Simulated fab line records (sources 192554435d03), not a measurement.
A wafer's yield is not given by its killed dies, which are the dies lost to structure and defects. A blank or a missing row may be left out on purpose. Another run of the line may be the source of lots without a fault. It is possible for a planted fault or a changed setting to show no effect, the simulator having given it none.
Matching of chambers	flow n5 finfet	N5_BEOL_M15_ETCH_57 on rie diel-03: 4 sister chambers
The step etches SOC in N2/H2, time 750 s. 14 wafers are shown with their chamber, then 7 later ones without.

WAFERS PAIRED WITH THEIR CHAMBERS
wafer	chamber	showerhead plenum p Torr (Torr)	drypump motor current A (A)	throttle valve pct (%)
L876.1	2	2.62	5.70	17.87
L876.2	1	2.43	5.58	18.13
L876.4	0	2.52	6.30	18.10
L881.2	3	2.70	5.81	17.45
L881.4	1	2.43	5.56	18.12
L881.5	2	2.62	5.72	17.89
L884.2	3	2.70	5.78	17.46
L884.4	0	2.51	6.26	18.12
L884.6	0	2.51	6.27	18.12
L890.1	0	2.51	6.26	18.16
L890.3	1	2.42	5.59	18.16
L890.4	2	2.61	5.74	17.91
L893.1	1	2.42	5.58	18.17
L893.2	2	2.61	5.74	17.91

SIGNATURES (means of the wafers above)
reading	chamber 0	chamber 1	chamber 2	chamber 3	scatter within a chamber
showerhead plenum p Torr	2.5125	2.4250	2.6150	2.7000	0.00524
drypump motor current A	6.2725	5.5775	5.7250	5.7950	0.0176
throttle valve pct	18.1250	18.1450	17.8950	17.4550	0.0218
Rule: for a wafer and a chamber, the distance is found by dividing, reading by reading, the gap between the wafer's reading and the chamber's mean by the reading's scatter, squaring, summing and taking the root. The wafer belongs to the nearest chamber; if the next one is less than 2 further off, it can't be placed. The scatter: the root of (the sum of the squares of (reading less its chamber's mean) over the shown wafers, divided by (wafers less chambers)).

WAFERS MISSING THEIR CHAMBER
wafer	showerhead plenum p Torr (Torr)	drypump motor current A (A)	throttle valve pct (%)
L893.5	2.61	5.72	17.93
L895.2	2.42	5.60	18.16
L895.3	2.60	5.72	17.92
L895.6	2.60	5.73	17.93
L897.1	2.60	5.71	17.95
L897.4	2.50	6.24	18.19
L897.5	2.50	6.26	18.19

CHAMBER TAKEN BY EACH
wafer	from the rows above	in truth
L893.5	2	2
L895.2	1	1
L895.3	2	2
L895.6	2	2
L897.1	2	2
L897.4	0	0
L897.5	0	0
Correct placement for 7 of the 7. Not placeable from these rows: 0. Number placed wrongly: 0.
